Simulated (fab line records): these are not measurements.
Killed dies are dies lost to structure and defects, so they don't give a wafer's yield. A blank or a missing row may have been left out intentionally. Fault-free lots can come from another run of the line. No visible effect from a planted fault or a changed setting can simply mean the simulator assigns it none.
Chamber matching || flow n5_finfet || 3 sister chambers for N5_BEOL_M8_DEP_56 on pecvd-02
The step deposits SiCN from 3MS/NH3, target thk 10 nm, time 17.5 s. 6 wafers are shown with their chamber, then 9 later ones without.

== WAFERS, EACH WITH ITS CHAMBER ==
{"wafer": "L080.5", "chamber": 0, "throttle_valve_pct (%)": 9.5, "showerhead_plenum_p_Torr (Torr)": 3.653}
{"wafer": "L083.2", "chamber": 0, "throttle_valve_pct (%)": 9.3, "showerhead_plenum_p_Torr (Torr)": 3.654}
{"wafer": "L088.6", "chamber": 1, "throttle_valve_pct (%)": 8.8, "showerhead_plenum_p_Torr (Torr)": 3.667}
{"wafer": "L093.1", "chamber": 2, "throttle_valve_pct (%)": 8.5, "showerhead_plenum_p_Torr (Torr)": 3.649}
{"wafer": "L093.2", "chamber": 1, "throttle_valve_pct (%)": 9.0, "showerhead_plenum_p_Torr (Torr)": 3.657}
{"wafer": "L093.5", "chamber": 2, "throttle_valve_pct (%)": 8.8, "showerhead_plenum_p_Torr (Torr)": 3.649}

== WAFERS WHOSE CHAMBER IS MISSING ==
{"wafer": "L091.1", "throttle_valve_pct (%)": 9.0, "showerhead_plenum_p_Torr (Torr)": 3.649}
{"wafer": "L091.3", "throttle_valve_pct (%)": 9.4, "showerhead_plenum_p_Torr (Torr)": 3.658}
{"wafer": "L091.6", "throttle_valve_pct (%)": 9.3, "showerhead_plenum_p_Torr (Torr)": 3.654}
{"wafer": "L092.2", "throttle_valve_pct (%)": 8.8, "showerhead_plenum_p_Torr (Torr)": 3.643}
{"wafer": "L092.4", "throttle_valve_pct (%)": 9.3, "showerhead_plenum_p_Torr (Torr)": 3.648}
{"wafer": "L092.6", "throttle_valve_pct (%)": 9.2, "showerhead_plenum_p_Torr (Torr)": 3.643}
{"wafer": "L096.1", "throttle_valve_pct (%)": 8.8, "showerhead_plenum_p_Torr (Torr)": 3.654}
{"wafer": "L096.2", "throttle_valve_pct (%)": 9.2, "showerhead_plenum_p_Torr (Torr)": 3.632}
{"wafer": "L096.3", "throttle_valve_pct (%)": 8.7, "showerhead_plenum_p_Torr (Torr)": 3.662}

== THE CHAMBER EACH PASSED THROUGH ==
{"wafer": "L091.1", "from the rows above": "can't be placed: 2 or 0 or 1", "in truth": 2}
{"wafer": "L091.3", "from the rows above": 0, "in truth": 0}
{"wafer": "L091.6", "from the rows above": 0, "in truth": 0}
{"wafer": "L092.2", "from the rows above": 2, "in truth": 2}
{"wafer": "L092.4", "from the rows above": 0, "in truth": 0}
{"wafer": "L092.6", "from the rows above": "can't be placed: 0 or 2", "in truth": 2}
{"wafer": "L096.1", "from the rows above": "can't be placed: 2 or 1", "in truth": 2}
{"wafer": "L096.2", "from the rows above": "can't be placed: 2 or 0", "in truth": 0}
{"wafer": "L096.3", "from the rows above": "can't be placed: 1 or 2", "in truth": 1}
Correctly placed: 4 of 9. Not placeable from these rows: 5 (in 5, the candidates include the true chamber). Wrongly placed: 0.
How it was worked out, from the rows above alone: a wafer's distance from a chamber is the root of the sum, over the readings, of the square of ((its reading less the chamber's mean) divided by the reading's scatter). If the next closest chamber is less than 2 further off than the closest, the wafer can't be placed; otherwise it belongs to the closest. For every chamber, the mean is computed from those of its wafers that are shown. How the scatter is found: for the shown wafers, subtract from each reading the mean of its chamber, square and add these, divide the total by (wafers less chambers), then take the root.
